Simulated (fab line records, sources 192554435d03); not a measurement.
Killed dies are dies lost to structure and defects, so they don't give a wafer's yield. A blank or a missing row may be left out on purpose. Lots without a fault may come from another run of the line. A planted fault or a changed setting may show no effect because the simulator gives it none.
A struck lot beside a sound one | flow n5_finfet | 38 steps out of a route of 1938
Sound: wafers L951.2, L951.4, L951.5. Struck: wafer L963.4. (L963.2, L963.3 of the same lot were not struck and are left out.) The cause comes at the end.
At each step with rows: each side's tool, then ch and its chambers, then its first start. Under that, the readings that differ: sound wafers | struck wafers | difference of the means | sigmas: that difference in standard deviations of wafers without a fault.
alike: readings whose means differ by less than 2 such deviations, and words and numbers that are the same on both sides. not compared: withheld readings, readings that some wafer has no value for, bounds like >300 that may hide the same value, and numbers for which the record gives no deviation and whose values overlap.
The two part at a step that has a row with sigmas, a row that says differs or no value, or rows on one side only. Numbers that don't overlap but have no deviation are shown without sigmas and don't part them. A reading that every wafer of one side lacks parts them only if that side has two wafers or more.

first, 11 steps without rows for these wafers: N5_BEOL_M0_STRIP_104 (strips in N2/H2); N5_BEOL_M0_WET_ETCH_106 (etches SiO2 in DHF, target depth 130 nm, rinse time 30 s); N5_BEOL_M0_ETCH_128 (etches SiCN in CF4/N2, target depth 12 nm, overetch 5.1 nm, time 21.4 s); N5_BEOL_M0_TRENCH_ETCH_107 (etches SiOC in C4F6/O2, target depth 32.8 nm, time 16.4 s); N5_BEOL_M0_STRIP_142 (strips in N2/H2, time 10 s); N5_BEOL_M0_HM_STRIP_129 (strips TiN in peroxide tin strip, target depth 17 nm, time 108 s); N5_BEOL_M0_SRD_130 (time 30 s); N5_BEOL_M0_ETCH_109 (etches SiCN in CH3F/O2, target depth 8 nm, overetch 2.4 nm, time 27.4 s); N5_BEOL_M0_STRIP_139 (strips in post etch residue remover, time 60 s); N5_BEOL_M0_SRD_111 (time 30 s); N5_BEOL_M0_DEGAS_112 (time 60 s).
N5_BEOL_M0_PRE_CLEAN_113: time 30 s.
  sound on pvd_sputter-01, day 6 17:01; struck on pvd_sputter-01, day 9 16:24
  alike: heater_power_w, susceptor_temp_C
then, 25 steps without rows for these wafers: N5_BEOL_M0_ALD_136 (deposits TaN, pulse time 2 s, purge time 3 s, co reactant purge time 2 s); N5_BEOL_M0_SURFACE_TREAT_137; N5_BEOL_M0_CVD_115 (deposits Co from CCTBA/H2, time 120 s); N5_BEOL_M0_SPUTTER_116 (material Cu, target thk 4 nm, time 7.37 s); N5_BEOL_M0_ANNEAL_117 (time 60 s); N5_BEOL_M0_SPUTTER_132 (material Cu, target thk 4 nm, time 7.37 s); N5_BEOL_M0_ANNEAL_133 (time 60 s); N5_BEOL_M0_SPUTTER_134 (material Cu, target thk 4 nm, time 7.37 s); N5_BEOL_M0_ANNEAL_135 (time 60 s); N5_BEOL_M0_SPUTTER_141 (material Cu, target thk 4 nm, time 7.37 s); N5_BEOL_M0_ECD_118 (material Cu, target thk 300 nm); N5_BEOL_M0_ANNEAL_119 (time 90 s); N5_BEOL_M0_CMP_120 (polishes, stops on SiOC, t overpolish 6.9 s); N5_BEOL_M0_PRE_CLEAN_131 (time 15 s); N5_BEOL_M0_CO_CAP_123 (material Co, precursor CCTBA/H2, target thk 2 nm, time 102.1 s); N5_BEOL_M0_PRE_CLEAN_124 (time 15 s); N5_BEOL_M0_DEP_125 (deposits SiCN from 3MS/NH3, target thk 8 nm, time 14 s); N5_BEOL_M1_ILD_DEP_00 (deposits SiOC from DEMS/O2, target thk 79 nm, time 15.3 s); N5_BEOL_M1_PECVD_72 (deposits SiO2 from TEOS/O2, target thk 16 nm, time 18 s); N5_BEOL_M1_HM_DEP_02 (deposits TiN, target thk 20 nm); N5_BEOL_M1_COAT_61 (time 60 s, resist thk 60 nm); N5_BEOL_M1_COAT_62 (time 60 s, resist thk 12 nm); N5_BEOL_M1_COAT_73 (time 60 s, resist thk 5 nm); N5_BEOL_M1_COAT_05 (resist thk 30 nm); N5_BEOL_M1_EBR_07.
-- the record jumps here: 7 days lie between the struck wafers' starts before and after (it left off in module BEOL_M1 and takes up again in module PASSIVATION, whose first step shown is number 1936 of the route) --
N5_PASSIVATION_PROBE_49:
  sound on prober-02, day 13 21:35; struck on prober-02, day 16 09:31
  reading                  | sound          | struck | difference | sigmas
  defect_limited_yield (%) | 89.9 89.8 91.9 | 81.4   | -9.1       | -6
  killed_at_M0_to_M3       | 42 45 41       | 150    | +107       | +11
  killed_dies              | 119 120 95     | 219    | +108       | +6
  killed_on_rim            | 18 15 8        | 32     | +18        | +4
  sort_bin_5_function (%)  | 5.8 6.2 4.2    | 10.1   | +4.7       | +5
  sort_bin_8_speed (%)     | 0.08 0 0       | 0      | +0         | -3
  sort_n_pass              | 1061 1060 1085 | 961    | -108       | -6
  sort_yield_pct (%)       | 89.9 89.8 91.9 | 81.4   | -9.1       | -6
  alike: killed_at_M4_up, killed_at_contacts, killed_at_front_end, killed_at_other, killed_open, killed_short, sort_bin_6_memory

WHERE THEY PART
Only at N5_PASSIVATION_PROBE_49, within this record.

WHY: what the simulator had put in
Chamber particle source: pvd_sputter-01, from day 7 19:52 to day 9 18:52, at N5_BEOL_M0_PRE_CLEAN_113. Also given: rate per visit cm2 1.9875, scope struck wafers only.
